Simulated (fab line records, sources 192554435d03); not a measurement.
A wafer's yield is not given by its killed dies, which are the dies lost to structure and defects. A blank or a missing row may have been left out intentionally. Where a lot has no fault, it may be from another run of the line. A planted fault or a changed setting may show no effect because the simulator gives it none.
fab line records	flow n5-finfet
record lots=9	wafers=27	last-day=16
route steps=1938 shown HKMG_FIN@430 BEOL_M4@1111 PASSIVATION@1936
lots untouched by any fault: they come from a run of this same line in which no faults occurred
start-h: hours from the record's opening day to when the first of the lot's shown wafers began	wait-h: hours elapsed since this lot's preceding step	" unchanged from the row above	L1.1+2: several wafers, shown together as one row	- no value present, or no start provided	* or withheld: withheld	< > ~ a bound
route shown NAME@n: names a module that has steps shown in the file, with the first one's number in the route	usual: mean/standard deviation of fault-free wafers	same: alike in all rows	chamber/n: place in a boat	sites: each site's reading	_std_site: how widely they spread, as a standard deviation	_edge_site: inner sites' mean taken away from outer sites' mean	radius-mm: how far each site lies from the wafer's centre	mask NAME#n: copy n	behind: the tool/chamber that last shaped the wafer	hold: why the lot went on hold/how many hours it stayed there/how the hold came to an end	device: the transistor (n, p or np) that didn't switch	end of line: the route-end tests of the same wafers	a step without rows: its recipe alone	killed: not the wafer's yield, but the dies lost to structure and defects at the first sort	map: a wafer's dies, x killed, . not, _ none there
set.NAME: setting as actually run; set.NAME@STEP: the setting as run at that earlier step	model.NAME: the simulator's own value behind a step, which no gauge read
steps of the route over a sample of lots; a table a step, a row a wafer
services: when a tool's chamber went out of use (start-h, in hours from the record's first day, below 0 if earlier), for how many hours, and the reason
## steps
# step N5_HKMG_FIN_CD_MEAS_12
# recipe target-cd-nm=92.8	landing-energy-ev=500	detector=se-inlens
# usual cd-nm=93.1/0.7
lot.wafer	tool	chamber	start-h	wait-h	cd-nm
L707.1	cd-sem-03	0	76.44	-	93.3
L707.3	"	0	"	"	94.2
L707.6	"	0	"	"	93.6
L709.1	cd-sem-02	0	87.02	-	93.6
L709.4	"	0	"	"	94.1
L709.6	"	0	"	"	93.6
L711.1	cd-sem-03	0	100.95	-	93.9
L711.2	"	0	"	"	93.1
L711.5	"	0	"	"	93.8
L712.2	cd-sem-03	0	108.01	-	93.3
L712.4	"	0	"	"	93.1
L712.6	"	0	"	"	93.6
L717.1	cd-sem-01	0	137.69	-	93.1
L717.2	"	0	"	"	92.1
L717.3	"	0	"	"	92.7
L721.2	cd-sem-02	0	160.43	-	91.9
L721.3	"	0	"	"	91.5
L721.5	"	0	"	"	92.8
L722.2	cd-sem-01	0	168.41	-	91.5
L722.5	"	0	"	"	91.9
L722.6	"	0	"	"	92.4
L726.2	cd-sem-02	0	187.85	-	93.4
L726.5	"	0	"	"	92.9
L726.6	"	0	"	"	93.0
L728.1	cd-sem-01	0	201.10	-	92.3
L728.2	"	0	"	"	92.6
L728.6	"	0	"	"	92.3
# step N5_HKMG_FIN_STRIP_19
# recipe chemistry=N2/H2	power-w=2500	temp-c=300	h2-frac=0.65	time-s=360	pressure-mtorr=withheld	n2-flow-sccm=1750	h2-flow-sccm=3250
# usual drypump-motor-current-A=5.39/0.18	heater-power-w=482/46
lot.wafer	tool	chamber	start-h	wait-h	drypump-motor-current-A	heater-power-w	rf-hours-counter-h
L707.1	plasma-asher-02	1	77.12	0.0	5.31	411	87
L707.3	"	1	"	"	5.28	400	-
L707.6	"	0	"	"	5.53	516	-
L709.1	plasma-asher-01	1	88.05	0.2	5.60	515	38
L709.4	"	1	"	"	5.58	516	-
L709.6	"	0	"	"	5.16	440	-
L711.1	plasma-asher-02	1	101.63	0.0	5.31	401	90
L711.2	"	0	"	"	5.52	517	90
L711.5	"	1	"	"	5.29	419	-
L712.2	plasma-asher-02	1	108.70	0.0	5.32	414	92
L712.4	"	0	"	"	5.52	536	-
L712.6	"	0	"	"	5.51	523	-
L717.1	plasma-asher-01	1	138.38	0.0	5.59	535	48
L717.2	"	0	"	"	5.19	442	48
L717.3	"	0	"	"	5.16	459	-
L721.2	plasma-asher-01	0	161.34	0.0	5.18	456	54
L721.3	"	1	"	"	5.58	526	-
L721.5	"	1	"	"	5.59	525	-
L722.2	plasma-asher-02	1	169.57	0.0	5.31	405	104
L722.5	"	0	"	"	5.51	512	-
L722.6	"	1	"	"	5.31	417	-
L726.2	plasma-asher-02	1	188.53	0.0	5.30	403	108
L726.5	"	1	"	"	5.32	410	-
L726.6	"	0	"	"	5.52	522	-
L728.1	plasma-asher-01	1	201.97	0.2	5.58	525	64
L728.2	"	0	"	"	5.18	453	64
L728.6	"	1	"	"	5.56	522	-
# step N5_HKMG_FIN_NWFM_ALD_20
# recipe material=TiAlC	target-thk-a=20	temp-c=300	ald-precursor-family=TiCl4	ald-co-reactant=TEA	pulse-time-s=3	purge-time-s=2	co-reactant-purge-time-s=2	co-reactant-pulse-time-s=10	ald-cycles=7	pressure-torr=3
# usual ald-cycles=7/0	heater-power-w=487/50	precursor-pulse-height-rel=0.998/0.019
# same pulse-time-s=3
lot.wafer	tool	chamber	start-h	wait-h	ald-cycles	heater-power-w	precursor-pulse-height-rel
L707.1	ald-metal-01	2	78.61	0.3	7	409	1.012
L707.3	"	0	"	"	7	508	0.992
L707.6	"	1	"	"	7	518	1.014
L709.1	ald-metal-02	3	89.41	0.3	7	412	1.031
L709.4	"	3	"	"	7	412	0.993
L709.6	"	2	"	"	7	475	1.000
L711.1	ald-metal-03	1	103.29	0.3	7	506	0.976
L711.2	"	2	"	"	7	553	0.992
L711.5	"	2	"	"	7	539	1.001
L712.2	ald-metal-01	3	110.11	0.3	7	410	1.007
L712.4	"	1	"	"	7	518	1.004
L712.6	"	0	"	"	7	537	0.973
L717.1	ald-metal-03	1	139.74	0.3	7	504	1.016
L717.2	"	0	"	"	7	519	0.968
L717.3	"	3	"	"	7	496	1.013
L721.2	ald-metal-03	1	162.70	0.3	7	514	0.989
L721.3	"	2	"	"	7	543	1.000
L721.5	"	3	"	"	7	490	1.016
L722.2	ald-metal-03	0	171.15	0.5	7	526	0.974
L722.5	"	3	"	"	9	491	1.018
L722.6	"	2	"	"	9	556	1.005
L726.2	ald-metal-03	0	189.95	0.3	7	523	1.005
L726.5	"	1	"	"	9	524	1.012
L726.6	"	2	"	"	9	551	0.999
L728.1	ald-metal-02	3	203.33	0.3	7	412	0.992
L728.2	"	0	"	"	7	484	1.010
L728.6	"	2	"	"	7	465	0.999
# step N5_HKMG_FIN_ETCH_67
# recipe chemistry=N2/H2	target=SOC	target-depth-a=3889	stop-on=TiN	ion-energy-ev=100	bias-w=61	pressure-mtorr=30	source-w=850	n2-flow-sccm=200	h2-flow-sccm=200
# usual drypump-motor-current-A=5.6/0.43	oes-product-au=0.77/0.08	rf-vpp-V=240.4/1.2	showerhead-plenum-p-Torr=2.52/0.079	throttle-valve-pct=17.75/0.23
lot.wafer	tool	chamber	start-h	wait-h	drypump-motor-current-A	oes-product-au	rf-hours-counter-h	rf-vpp-V	showerhead-plenum-p-Torr	throttle-valve-pct
L707.1	rie-diel-03	2	79.04	-	6.2	0.76	131	239.3	2.46	17.91
L707.3	"	1	"	"	5.3	0.67	236	240.7	2.62	18.22
L707.6	"	2	"	"	6.3	0.76	-	239.6	2.46	17.91
L709.1	rie-diel-05	0	89.84	-	5.7	0.74	163	241.5	2.53	17.77
L709.4	"	3	"	"	5.2	0.68	237	240.3	2.50	18.18
L709.6	"	1	"	"	5.2	0.75	-	240.8	2.54	17.85
L711.1	rie-diel-03	2	103.83	-	6.2	0.76	139	240.8	2.46	17.94
L711.2	"	1	"	"	5.3	0.66	244	241.2	2.61	18.23
L711.5	"	0	"	"	6.1	0.83	-	238.8	2.46	17.62
L712.2	rie-diel-05	3	110.55	-	5.2	0.67	244	241.0	2.50	18.17
L712.4	"	2	"	"	5.7	0.76	165	241.7	2.63	17.44
L712.6	"	1	"	"	5.2	0.74	-	240.4	2.54	17.86
L717.1	rie-diel-03	3	140.18	-	5.6	0.90	26	239.8	2.49	17.67
L717.2	"	0	"	"	6.1	0.82	88	240.4	2.45	17.65
L717.3	"	2	"	"	6.2	0.75	154	238.9	2.45	17.95
L721.2	rie-diel-06	0	163.15	-	5.0	0.70	228	241.1	2.61	18.02
L721.3	"	3	"	"	6.4	0.72	192	239.7	2.41	17.70
L721.5	"	3	"	"	6.4	0.72	-	238.3	2.41	17.71
L722.2	rie-diel-06	0	171.70	-	5.0	0.68	233	241.3	2.61	18.03
L722.5	"	0	"	"	5.1	0.69	-	241.9	2.61	18.02
L722.6	"	3	"	"	6.4	0.71	-	239.7	2.41	17.72
L726.2	rie-diel-06	2	190.43	-	5.6	0.95	3	241.9	2.72	17.46
L726.5	"	3	"	"	6.4	0.70	-	239.3	2.41	17.72
L726.6	"	2	"	"	5.6	0.95	-	241.7	2.72	17.48
L728.1	rie-diel-03	1	203.77	-	5.3	0.93	18	240.9	2.60	17.85
L728.2	"	2	"	"	6.2	0.73	180	239.7	2.44	17.98
L728.6	"	2	"	"	6.2	0.73	-	239.1	2.44	18.01
# step N5_BEOL_M4_RC_MEAS_101
# usual DIBL_N=35.8/1.8	DIBL_P=35.6/2	IOFF_N=0.148/0.028	IOFF_N_85C=2.9/0.46	IOFF_N_LIN=0.070/0.01	IOFF_N_LONG=5.5e-05/3.2e-06	IOFF_P=0.20/0.034	ION_N=672/12	ION_P=462/8.5	SS_N=71.2/0.65	SS_P=73.1/0.67	VT_N=251/3.3	VT_N_LONG=274.5/2.4	VT_N_LVT=100/3.3	VT_P=-251/3.8	VT_P_LONG=-275/3.6
lot.wafer	tool	chamber	start-h	wait-h	DIBL_N[mV/V]	DIBL_P[mV/V]	IOFF_N[nA/um]	IOFF_N_85C[nA/um]	IOFF_N_LIN[nA/um]	IOFF_N_LONG[nA/um]	IOFF_P[nA/um]	ION_N[uA/um]	ION_P[uA/um]	SS_N[mV/dec]	SS_P[mV/dec]	VT_N[mV]	VT_N_LONG[mV]	VT_N_LVT[mV]	VT_P[mV]	VT_P_LONG[mV]
L707.1	prober-02	0	159.17	0.0	34.6	35.2	0.150	2.9	0.069	5.4e-05	0.16	674	449	71.1	72.6	252	275.1	97	-258	-281
L707.3	"	0	"	"	32.9	34.3	0.119	2.4	0.057	5.2e-05	0.15	660	454	70.7	72.5	253	278.2	100	-257	-281
L707.6	"	0	"	"	34.0	36.4	0.145	2.8	0.067	5.2e-05	0.17	677	459	71.5	73.4	251	277.3	97	-255	-281
L709.1	prober-01	0	168.26	0.0	35.3	35.9	0.161	3.2	0.075	5.6e-05	0.22	685	471	71.8	73.3	252	275.3	96	-248	-275
L709.4	"	0	"	"	34.6	34.8	0.154	3.1	0.073	5.5e-05	0.20	675	462	71.3	73.1	250	274.2	97	-248	-275
L709.6	"	0	"	"	35.5	35.3	0.159	3.2	0.073	5.6e-05	0.22	682	471	72.4	72.5	252	274.8	96	-248	-276
L712.2	prober-01	0	196.57	0.2	37.6	36.9	0.169	3.3	0.080	5.8e-05	0.20	693	465	71.9	73.8	245	272.7	95	-252	-276
L712.4	"	0	"	"	37.9	37.5	0.162	3.2	0.079	5.6e-05	0.22	684	461	71.7	74.0	247	271.5	97	-249	-277
L712.6	"	0	"	"	36.8	35.5	0.147	2.9	0.071	5.8e-05	0.18	675	462	71.4	72.9	251	272.8	99	-254	-276
L711.1	prober-01	0	199.23	0.0	36.3	37.7	0.161	3.2	0.074	5.4e-05	0.19	686	464	71.5	72.9	250	274.2	97	-256	-278
L711.2	"	0	"	"	35.4	38.2	0.152	3.0	0.073	5.3e-05	0.20	674	463	71.5	72.6	252	275.7	98	-254	-279
L711.5	"	0	"	"	36.7	37.9	0.165	3.2	0.075	5.5e-05	0.19	671	461	71.0	73.1	250	276.5	98	-256	-279
L717.1	prober-01	0	221.50	0.0	38.0	37.4	0.178	3.4	0.081	5.2e-05	0.21	676	456	71.5	73.8	252	277.9	100	-254	-279
L717.2	"	0	"	"	34.9	34.3	0.117	2.4	0.057	5e-05	0.17	656	454	71.0	73.0	255	278.5	107	-252	-280
L717.3	"	0	"	"	33.6	32.3	0.105	2.2	0.052	5.1e-05	0.14	661	450	69.8	72.1	255	276.1	108	-256	-276
L721.2	prober-01	0	244.85	0.2	34.9	35.3	0.141	2.8	0.066	5.8e-05	0.21	672	466	71.2	72.7	251	275.0	100	-248	-270
L721.3	"	0	"	"	34.6	34.7	0.142	2.8	0.067	5.9e-05	0.21	671	473	70.9	72.8	252	271.0	100	-251	-275
L721.5	"	0	"	"	34.2	35.1	0.134	2.7	0.065	5.7e-05	0.21	673	463	70.0	72.3	249	274.5	99	-251	-271
L722.2	prober-02	0	262.13	0.2	32.9	33.5	0.126	2.6	0.063	5.5e-05	0.21	676	472	70.3	73.4	251	274.6	100	-248	-271
L722.5	"	0	"	"	35.7	35.7	0.557	8.8	0.260	0.000145	0.18	761	463	71.7	74.5	214	240.3	62	-252	-285
L722.6	"	0	"	"	34.3	34.1	0.453	7.5	0.221	0.000141	0.17	757	460	71.1	73.3	219	241.6	66	-251	-281
L726.2	prober-02	0	273.91	0.2	36.9	35.4	0.152	3.0	0.070	5.6e-05	0.17	679	453	70.9	73.3	251	273.1	99	-255	-273
L726.5	"	0	"	"	36.9	36.1	0.498	8.0	0.226	0.000145	0.14	748	439	71.9	72.9	219	240.9	66	-261	-286
L726.6	"	0	"	"	35.5	35.7	0.464	7.6	0.226	0.000146	0.14	755	453	71.0	73.2	217	236.3	66	-259	-287
L728.1	prober-01	0	290.31	0.0	38.6	41.2	0.200	3.8	0.090	5.6e-05	0.27	678	464	72.5	74.2	245	273.8	96	-247	-273
L728.2	"	0	"	"	37.8	39.5	0.181	3.5	0.083	5.7e-05	0.24	684	462	71.2	73.9	247	273.1	95	-249	-272
L728.6	"	0	"	"	38.0	39.9	0.183	3.5	0.083	5.6e-05	0.25	682	472	72.0	74.1	250	272.8	96	-247	-275
# step N5_PASSIVATION_PROBE_49
# usual defect-limited-yield=91.3/1.5	killed_at_M0_to_M3=34/11	killed_at_M4_up=14/6.1	killed-at-contacts=12/5.9	killed-at-front-end=39/11	killed-at-other=4/3.3	killed-dies=102/18	killed-open=67/13	killed-short=33/7.9	sort_bin_4_leakage=0/0	sort_bin_5_function=5.1/1	sort_bin_6_memory=3.3/0.7	sort_bin_8_speed=0.1/0.69	sort-n-pass=1077/19	sort-yield-pct=91.3/1.6
# same gross-dies=1180	killed-at-back-side=0
lot.wafer	tool	chamber	start-h	wait-h	defect-limited-yield[%]	killed_at_M0_to_M3	killed_at_M4_up	killed-at-contacts	killed-at-front-end	killed-at-other	killed-dies	killed-open	killed-short	sort_bin_4_leakage[%]	sort_bin_5_function[%]	sort_bin_6_memory[%]	sort_bin_8_speed[%]	sort-n-pass	sort-yield-pct[%]
L707.1	prober-01	-	253.54	0.0	90.3	36	9	16	52	1	114	76	34	0	5.0	4.1	0	1066	90.3
L707.3	prober-01	-	253.64	0.1	87.4	49	15	17	64	4	149	95	50	0	7.6	4.8	0	1031	87.4
L707.6	prober-01	-	253.79	0.3	90.6	58	13	7	31	2	111	69	42	0	6.3	2.9	0	1069	90.6
L709.1	prober-01	-	261.02	0.0	90.0	27	10	17	60	4	118	77	41	0	5.7	4.0	0	1062	90.0
L709.4	prober-01	-	261.17	0.2	90.8	36	8	13	46	6	109	66	42	0	5.0	3.9	0	1071	90.8
L709.6	prober-01	-	261.27	0.3	92.5	19	18	6	42	4	89	54	28	0	4.2	2.6	0	1091	92.5
L712.2	prober-02	-	292.64	0.1	92.7	28	13	18	26	1	86	57	28	0	4.7	2.4	0	1094	92.7
L712.4	prober-02	-	292.74	0.2	90.5	34	16	9	52	1	112	77	34	0	6.0	3.4	0	1068	90.5
L712.6	prober-02	-	292.84	0.3	94.1	27	7	9	25	2	70	42	25	0	4.0	1.7	0	1110	94.1
L711.1	prober-01	-	307.74	0.0	88.0	27	21	24	63	7	142	93	47	0	6.6	5.1	0	1038	88.0
L711.2	prober-01	-	307.79	0.1	91.0	38	10	13	40	5	106	59	45	0	5.3	3.1	0	1074	91.0
L711.5	prober-01	-	307.94	0.2	92.2	30	18	13	28	3	92	59	29	0	5.1	2.7	0	1088	92.2
L717.1	prober-02	-	320.05	0.0	93.1	19	10	8	40	4	81	50	27	0	3.8	2.6	0	1099	93.1
L717.2	prober-02	-	320.10	0.1	92.3	19	17	14	40	1	91	67	20	0	4.3	3.2	0	1089	92.3
L717.3	prober-02	-	320.15	0.1	91.3	26	28	11	35	3	103	71	32	0	5.6	3.0	0	1077	91.3
L721.2	prober-01	-	343.66	0.1	89.9	39	17	20	34	9	119	85	32	0	5.4	4.4	0	1061	89.9
L721.3	prober-01	-	343.71	0.1	90.4	44	22	13	28	6	113	83	27	0	6.3	3.1	0	1067	90.4
L721.5	prober-01	-	343.81	0.2	90.7	45	18	12	25	10	110	73	35	0	5.0	3.9	0	1070	90.7
L722.2	prober-01	-	360.56	0.1	93.2	21	4	11	43	1	80	52	26	0	3.4	3.1	0	1100	93.2
L722.5	prober-01	-	360.71	0.2	92.6	30	5	13	37	2	87	66	16	64.66	4.7	2.3	0	330	28.0
L722.6	prober-01	-	360.76	0.3	91.9	32	13	24	24	3	96	65	28	25.08	4.3	3.5	0	788	66.8
L726.2	prober-01	-	382.66	0.1	90.1	47	13	13	33	11	117	74	43	0	5.9	3.6	0	1063	90.1
L726.5	prober-01	-	382.81	0.2	92.0	42	12	4	33	3	94	62	31	48.81	4.2	3.5	0.1	509	43.1
L726.6	prober-01	-	382.86	0.3	91.6	44	18	2	32	3	99	58	35	35.93	4.2	3.9	0	657	55.7
L728.1	prober-01	-	386.67	0.0	93.9	36	3	6	25	2	72	43	29	0	3.4	2.6	0	1108	93.9
L728.2	prober-01	-	386.72	0.1	93.6	32	10	11	20	2	75	53	22	0	3.8	2.5	0	1105	93.6
L728.6	prober-01	-	386.92	0.3	89.7	36	5	22	54	4	121	74	43	0	5.8	4.0	0	1059	89.7
# killed by level:class
L707.1 STI_FIN_REVEAL:geometric-particle:open=18 MOL_CONTACT_COAG:geometric-particle:open=12 FIN_SAQP:geometric-particle:short=9 BEOL_M2:geometric-particle:open=9 BEOL_M3:geometric-particle:open=8 BEOL_M1:geometric-particle:open=6 GATE_CUT:geometric-particle:open=4 GATE_CUT:geometric-particle:short=4
L707.3 STI_FIN_REVEAL:geometric-particle:open=27 FIN_SAQP:geometric-particle:short=13 BEOL_M0_SAQP:geometric-particle:open=12 MOL_CONTACT_COAG:geometric-particle:open=10 BEOL_M1:geometric-particle:open=10 BEOL_M0_SAQP:geometric-particle:short=8 FIN_SAQP:geometric-particle:open=7 MOL_CONTACT_COAG:geometric-particle:short=7
L707.6 BEOL_M0_SAQP:geometric-particle:open=19 BEOL_M0_SAQP:geometric-particle:short=14 STI_FIN_REVEAL:geometric-particle:open=11 BEOL_M4:geometric-particle:open=10 BEOL_M1:geometric-particle:open=10 MOL_CONTACT_COAG:geometric-particle:open=5 BEOL_M1:geometric-particle:short=5 FIN_SAQP:geometric-particle:short=4
L709.1 FIN_SAQP:geometric-particle:open=14 FIN_SAQP:geometric-particle:short=13 STI_FIN_REVEAL:geometric-particle:open=12 MOL_CONTACT_COAG:geometric-particle:open=12 BEOL_M0_SAQP:geometric-particle:open=9 STARTING-WAFER:geometric-particle:short=7 BEOL_M0:geometric-particle:open=6 BEOL_M3:geometric-particle:open=6
L709.4 MOL_CONTACT_COAG:geometric-particle:open=11 FIN_SAQP:geometric-particle:short=10 FIN_SAQP:geometric-particle:open=9 GATE_CUT:geometric-particle:short=8 GATE_CUT:geometric-particle:open=6 BEOL_M0_SAQP:geometric-particle:short=6 BEOL_M0:geometric-particle:open=6 BEOL_M2:geometric-particle:open=6
L709.6 FIN_SAQP:geometric-particle:short=10 FIN_SAQP:geometric-particle:open=10 BEOL_M4:geometric-particle:open=6 HKMG_FIN:area-etch=6 MOL_CONTACT_COAG:geometric-particle:open=5 BEOL_M2:geometric-particle:open=5 BEOL_M7:geometric-particle:open=4 DUMMY_GATE:geometric-particle:open=3
L712.2 MOL_CONTACT_COAG:geometric-particle:open=13 BEOL_M4:geometric-particle:open=7 BEOL_M0_SAQP:geometric-particle:open=7 STI_FIN_REVEAL:geometric-particle:open=6 BEOL_M1:geometric-particle:open=6 MOL_CONTACT_COAG:geometric-particle:short=5 BEOL_M1:geometric-particle:short=5 BEOL_M0:geometric-particle:open=4
L712.4 FIN_SAQP:geometric-particle:open=14 BEOL_M0:geometric-particle:open=10 BEOL_M4:geometric-particle:open=8 BEOL_M0_SAQP:geometric-particle:open=7 FIN_SAQP:geometric-particle:short=6 STI_FIN_REVEAL:geometric-particle:open=6 MOL_CONTACT_COAG:geometric-particle:open=6 BEOL_M0_SAQP:geometric-particle:short=6
L712.6 MOL_CONTACT_COAG:geometric-particle:open=8 BEOL_M0_SAQP:geometric-particle:open=6 BEOL_M1:geometric-particle:open=6 BEOL_M3:geometric-particle:open=5 STARTING-WAFER:geometric-particle:short=4 BEOL_M0_SAQP:geometric-particle:short=4 STI_FIN_REVEAL:geometric-particle:open=3 GATE_CUT:geometric-particle:short=3
L711.1 MOL_CONTACT_COAG:geometric-particle:open=19 STI_FIN_REVEAL:geometric-particle:open=14 GATE_CUT:geometric-particle:open=10 FIN_SAQP:geometric-particle:open=9 GATE_CUT:geometric-particle:short=9 BEOL_M4:geometric-particle:short=9 BEOL_M4:geometric-particle:open=7 BEOL_M1:geometric-particle:open=7
L711.2 FIN_SAQP:geometric-particle:open=14 MOL_CONTACT_COAG:geometric-particle:open=12 BEOL_M3:geometric-particle:short=12 BEOL_M0_SAQP:geometric-particle:open=10 GATE_CUT:geometric-particle:short=8 FIN_SAQP:geometric-particle:short=7 BEOL_M0_SAQP:geometric-particle:short=6 BEOL_M3:geometric-particle:open=3
L711.5 MOL_CONTACT_COAG:geometric-particle:open=11 BEOL_M4:geometric-particle:open=11 BEOL_M0_SAQP:geometric-particle:open=9 BEOL_M3:geometric-particle:open=7 FIN_SAQP:geometric-particle:short=5 STARTING-WAFER:geometric-particle:short=5 FIN_SAQP:geometric-particle:open=4 STI_FIN_REVEAL:geometric-particle:open=4
L717.1 MOL_CONTACT_COAG:geometric-particle:open=8 STI_FIN_REVEAL:geometric-particle:open=7 FIN_SAQP:geometric-particle:short=6 BEOL_M4:geometric-particle:open=6 FIN_SAQP:geometric-particle:open=5 BEOL_M0_SAQP:geometric-particle:short=5 STARTING-WAFER:geometric-particle:open=5 BEOL_M2:geometric-particle:open=4
L717.2 MOL_CONTACT_COAG:geometric-particle:open=12 FIN_SAQP:geometric-particle:open=10 STI_FIN_REVEAL:geometric-particle:open=9 BEOL_M4:geometric-particle:open=6 BEOL_M0_SAQP:geometric-particle:open=5 FIN_SAQP:geometric-particle:short=4 DUMMY_GATE:geometric-particle:open=4 BEOL_M0_SAQP:geometric-particle:short=3
L717.3 BEOL_M4:geometric-particle:open=14 STI_FIN_REVEAL:geometric-particle:open=10 MOL_CONTACT_COAG:geometric-particle:open=9 BEOL_M0_SAQP:geometric-particle:short=6 FIN_SAQP:geometric-particle:open=5 BEOL_M4:geometric-particle:short=5 BEOL_M3:geometric-particle:open=5 FIN_SAQP:geometric-particle:short=4
L721.2 MOL_CONTACT_COAG:geometric-particle:open=16 BEOL_M3:geometric-particle:open=14 FIN_SAQP:geometric-particle:open=9 BEOL_M0_SAQP:geometric-particle:short=8 STI_FIN_REVEAL:geometric-particle:open=7 BEOL_M4:geometric-particle:open=7 BEOL_M0_SAQP:geometric-particle:open=6 DUMMY_GATE:geometric-particle:open=4
L721.3 BEOL_M3:geometric-particle:open=18 MOL_CONTACT_COAG:geometric-particle:open=8 BEOL_M0_SAQP:geometric-particle:open=8 FIN_SAQP:geometric-particle:open=7 STI_FIN_REVEAL:geometric-particle:open=7 BEOL_M4:geometric-particle:open=7 STARTING-WAFER:geometric-particle:short=6 MOL_CONTACT_COAG:geometric-particle:short=5
L721.5 BEOL_M0_SAQP:geometric-particle:open=14 BEOL_M4:geometric-particle:open=12 BEOL_M0_SAQP:geometric-particle:short=10 MOL_CONTACT_COAG:geometric-particle:open=9 BEOL_M3:geometric-particle:open=9 FIN_SAQP:geometric-particle:short=7 BEOL_M2:geometric-particle:open=6 GATE_CUT:geometric-particle:open=5
L722.2 DUMMY_GATE:geometric-particle:open=9 MOL_CONTACT_COAG:geometric-particle:open=9 STI_FIN_REVEAL:geometric-particle:open=7 BEOL_M3:geometric-particle:open=7 GATE_CUT:geometric-particle:short=6 GATE_CUT:geometric-particle:open=5 FIN_SAQP:geometric-particle:short=4 DUMMY_GATE:geometric-particle:short=3
L722.5 BEOL_M3:geometric-particle:open=13 MOL_CONTACT_COAG:geometric-particle:open=11 DUMMY_GATE:geometric-particle:open=10 BEOL_M0_SAQP:geometric-particle:open=6 STI_FIN_REVEAL:geometric-particle:open=5 GATE_CUT:geometric-particle:short=5 FIN_SAQP:geometric-particle:open=4 GATE_CUT:geometric-particle:open=4
L722.6 MOL_CONTACT_COAG:geometric-particle:open=20 BEOL_M3:geometric-particle:open=14 STI_FIN_REVEAL:geometric-particle:open=6 BEOL_M4:geometric-particle:open=5 DUMMY_GATE:geometric-particle:open=4 MOL_CONTACT_COAG:geometric-particle:short=4 BEOL_M4:geometric-particle:short=4 GATE_CUT:geometric-particle:short=3
L726.2 BEOL_M2:geometric-particle:open=13 MOL_CONTACT_COAG:geometric-particle:open=12 BEOL_M2:geometric-particle:short=12 BEOL_M3:geometric-particle:open=11 BEOL_M4:geometric-particle:open=9 PASS1_CAP:geometric-particle:short=7 BEOL_M0_SAQP:geometric-particle:short=6 FIN_SAQP:geometric-particle:open=5
L726.5 BEOL_M1:geometric-particle:open=9 STI_FIN_REVEAL:geometric-particle:open=8 BEOL_M0_SAQP:geometric-particle:short=8 BEOL_M3:geometric-particle:open=7 FIN_SAQP:geometric-particle:open=6 BEOL_M2:geometric-particle:short=6 BEOL_M4:geometric-particle:open=6 FIN_SAQP:geometric-particle:short=4
L726.6 BEOL_M2:geometric-particle:open=12 BEOL_M0_SAQP:geometric-particle:short=8 FIN_SAQP:geometric-particle:short=7 STI_FIN_REVEAL:geometric-particle:open=7 BEOL_M0_SAQP:geometric-particle:open=6 BEOL_M3:geometric-particle:open=6 FIN_SAQP:geometric-particle:open=5 BEOL_M4:geometric-particle:short=5
L728.1 BEOL_M0_SAQP:geometric-particle:short=10 BEOL_M1:geometric-particle:open=7 BEOL_M0_SAQP:geometric-particle:open=6 STI_FIN_REVEAL:geometric-particle:open=4 MOL_CONTACT_COAG:geometric-particle:open=4 STARTING-WAFER:geometric-particle:open=4 FIN_SAQP:geometric-particle:open=3 FIN_SAQP:geometric-particle:short=3
L728.2 BEOL_M0_SAQP:geometric-particle:short=10 MOL_CONTACT_COAG:geometric-particle:open=9 BEOL_M0_SAQP:geometric-particle:open=7 BEOL_M1:geometric-particle:open=6 DUMMY_GATE:geometric-particle:open=5 FIN_SAQP:geometric-particle:open=4 FIN_SAQP:geometric-particle:short=3 STI_FIN_REVEAL:geometric-particle:open=3
L728.6 FIN_SAQP:geometric-particle:open=16 BEOL_M0_SAQP:geometric-particle:short=16 BEOL_M0_SAQP:geometric-particle:open=15 MOL_CONTACT_COAG:geometric-particle:open=15 STI_FIN_REVEAL:geometric-particle:open=11 GATE_CUT:geometric-particle:short=6 FIN_SAQP:geometric-particle:short=6 DUMMY_GATE:geometric-particle:open=5
## services
tool	chamber	start-h	hours	kind
ald-metal-01	1	54.61	12.1	repair
rie-diel-03	3	60.97	-	clean
rie-diel-03	3	60.97	-	consumable-replace:focus-ring
rie-diel-03	3	60.97	14.1	scheduled-down
rie-diel-03	3	60.97	14.1	vent-cycle
ald-metal-02	0	83.91	9.8	repair
plasma-asher-02	-	85.76	3.6	repair
ald-metal-02	1	93.60	30.1	repair
rie-diel-06	3	94.68	12.9	repair
ald-metal-02	3	97.60	3.6	repair
ald-metal-02	-	97.67	1.4	repair
ald-metal-02	-	107.38	0.4	repair
rie-diel-03	1	121.14	-	clean
rie-diel-03	1	121.14	-	consumable-replace:focus-ring
rie-diel-03	1	121.14	33.9	scheduled-down
rie-diel-03	1	121.14	33.9	vent-cycle
ald-metal-03	0	149.94	1.9	repair
rie-diel-06	2	158.01	-	clean
rie-diel-06	2	158.01	-	consumable-replace:focus-ring
rie-diel-06	2	158.01	-	consumable-replace:showerhead
rie-diel-06	2	158.01	24.5	scheduled-down
rie-diel-05	2	169.34	16.3	repair
rie-diel-05	0	170.33	5.8	repair
plasma-asher-02	-	195.77	10.0	pm
## key
first-sign step=N5_HKMG_FIN_NWFM_ALD_20	reading=ald-cycles	direction=up	sigmas=99+	usual=*	struck=*
effect step=N5_BEOL_M4_RC_MEAS_101	reading=IOFF_N_LONG	direction=up	sigmas=28	usual=5.5e-05	struck=0.000144
effect step=N5_BEOL_M4_RC_MEAS_101	reading=IOFF_N_LIN	direction=up	sigmas=16	usual=0.070	struck=0.233
effect step=N5_BEOL_M4_RC_MEAS_101	reading=VT_N_LONG	direction=down	sigmas=14	usual=274.5	struck=239.8
effect step=N5_BEOL_M4_RC_MEAS_101	reading=IOFF_N	direction=up	sigmas=12	usual=0.148	struck=0.493
effect step=N5_BEOL_M4_RC_MEAS_101	reading=IOFF_N_85C	direction=up	sigmas=11	usual=2.9	struck=8.0
effect step=N5_BEOL_M4_RC_MEAS_101	reading=VT_N_LVT	direction=down	sigmas=10	usual=100	struck=65
effect step=N5_BEOL_M4_RC_MEAS_101	reading=VT_N	direction=down	sigmas=10	usual=251	struck=217
effect step=N5_BEOL_M4_RC_MEAS_101	reading=ION_N	direction=up	sigmas=6.8	usual=672	struck=755
effect step=N5_BEOL_M4_RC_MEAS_101	reading=VT_P_LONG	direction=down	sigmas=2.8	usual=-275	struck=-285
effect step=N5_PASSIVATION_PROBE_49	reading=sort_bin_4_leakage	direction=up	sigmas=99+	usual=0	struck=43.62
met-at N5_HKMG_FIN_NWFM_ALD_20
struck-lots L722,L726
struck-wafers L722.5,L722.6,L726.5,L726.6
not-acting-at N5_HKMG_FIN_CD_MEAS_12,N5_HKMG_FIN_STRIP_19,N5_HKMG_FIN_ETCH_67
onset-between 162.70 171.15
fault kind=process-parameter-drift	tool=ald-metal-03	chamber=-	onset-h=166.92	steps=N5_HKMG_FIN_NWFM_ALD_20	channel=ald-cycles	offset=*	shape=step	end-h=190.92	scope=struck-wafers-only	acts-in=*	stated=*
